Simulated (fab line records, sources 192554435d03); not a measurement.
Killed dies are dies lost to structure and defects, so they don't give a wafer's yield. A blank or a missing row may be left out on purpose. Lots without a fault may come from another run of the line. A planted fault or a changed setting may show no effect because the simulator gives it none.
Chamber matching | flow n5_finfet | N5_BEOL_M15_DEP_53 on pecvd-01: 3 sister chambers
The step deposits SiCN from 3MS/NH3, target thk 50 nm, time 17.8 s. 6 wafers are shown with their chamber, then 8 later ones without.

WAFERS WITH THEIR CHAMBER
wafer  | chamber | throttle_valve_pct (%) | showerhead_plenum_p_Torr (Torr)
L075.4 | 0       | 18.2                   | 4.098
L083.6 | 2       | 17.1                   | 4.144
L085.2 | 1       | 17.6                   | 4.137
L085.3 | 2       | 17.1                   | 4.137
L085.6 | 0       | 18.4                   | 4.094
L089.1 | 1       | 17.3                   | 4.123

WAFERS WITHOUT THEIR CHAMBER
wafer  | throttle_valve_pct (%) | showerhead_plenum_p_Torr (Torr)
L089.4 | 17.9                   | 4.133
L089.6 | 18.0                   | 4.099
L090.1 | 16.9                   | 4.133
L090.3 | 18.4                   | 4.102
L090.6 | 18.2                   | 4.098
L096.1 | 18.3                   | 4.095
L096.2 | 18.1                   | 4.104
L096.3 | 18.4                   | 4.099

WHICH CHAMBER EACH WENT THROUGH
wafer  | from the rows above     | in truth
L089.4 | 1                       | 1
L089.6 | 0                       | 0
L090.1 | can't be placed: 2 or 1 | 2
L090.3 | 0                       | 0
L090.6 | 0                       | 0
L096.1 | 0                       | 0
L096.2 | 0                       | 0
L096.3 | 0                       | 0
Placed correctly: 7 of 8. Can't be placed from these rows: 1 (the true chamber is among the candidates in 1). Placed wrongly: 0.
How it was worked out, from the rows above alone: a wafer's distance from a chamber is the root of the sum, over the readings, of the square of ((its reading less the chamber's mean) divided by the reading's scatter). The wafer belongs to the nearest chamber; if the next one is less than 2 further off, it can't be placed. A chamber's mean is the mean of its shown wafers. The scatter: the root of (the sum of the squares of (reading less its chamber's mean) over the shown wafers, divided by (wafers less chambers)).
